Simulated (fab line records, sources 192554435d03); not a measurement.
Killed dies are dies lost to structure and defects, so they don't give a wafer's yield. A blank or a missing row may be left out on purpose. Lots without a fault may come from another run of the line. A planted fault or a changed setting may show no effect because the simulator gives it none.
Chamber matching | flow n5_finfet | N5_FIN_CUT_CUT_ETCH_26 on rie_diel-04: 4 sister chambers
The step etches SiNx in CH3F/O2, target depth 39 nm, time 55.7 s. 8 wafers are shown with their chamber, then 8 later ones without.

WAFERS WITH THEIR CHAMBER
wafer  | chamber | showerhead_plenum_p_Torr (Torr) | drypump_motor_current_A (A)
L078.2 | 0       | 1.98                            | 5.8
L079.4 | 0       | 1.98                            | 5.8
L084.1 | 3       | 1.96                            | 5.7
L084.3 | 2       | 2.10                            | 5.2
L084.4 | 1       | 1.92                            | 6.3
L085.1 | 3       | 1.96                            | 5.7
L085.4 | 1       | 1.91                            | 6.3
L085.6 | 2       | 2.10                            | 5.3

WAFERS WITHOUT THEIR CHAMBER
wafer  | showerhead_plenum_p_Torr (Torr) | drypump_motor_current_A (A)
L093.2 | 1.91                            | 6.3
L093.4 | 1.96                            | 5.7
L093.6 | 2.10                            | 5.2
L095.2 | 1.91                            | 6.2
L095.5 | 2.10                            | 5.2
L097.1 | 1.96                            | 5.7
L097.5 | 2.10                            | 5.2
L097.6 | 1.96                            | 5.6

WHICH CHAMBER EACH WENT THROUGH
wafer  | from the rows above | in truth
L093.2 | 1                   | 1
L093.4 | 3                   | 3
L093.6 | 2                   | 2
L095.2 | 1                   | 1
L095.5 | 2                   | 2
L097.1 | 3                   | 3
L097.5 | 2                   | 2
L097.6 | 3                   | 3
Placed correctly: 8 of 8. Can't be placed from these rows: 0. Placed wrongly: 0.
How it was worked out, from the rows above alone: a wafer's distance from a chamber is the root of the sum, over the readings, of the square of ((its reading less the chamber's mean) divided by the reading's scatter). The wafer belongs to the nearest chamber; if the next one is less than 2 further off, it can't be placed. A chamber's mean is the mean of its shown wafers. The scatter: the root of (the sum of the squares of (reading less its chamber's mean) over the shown wafers, divided by (wafers less chambers)).
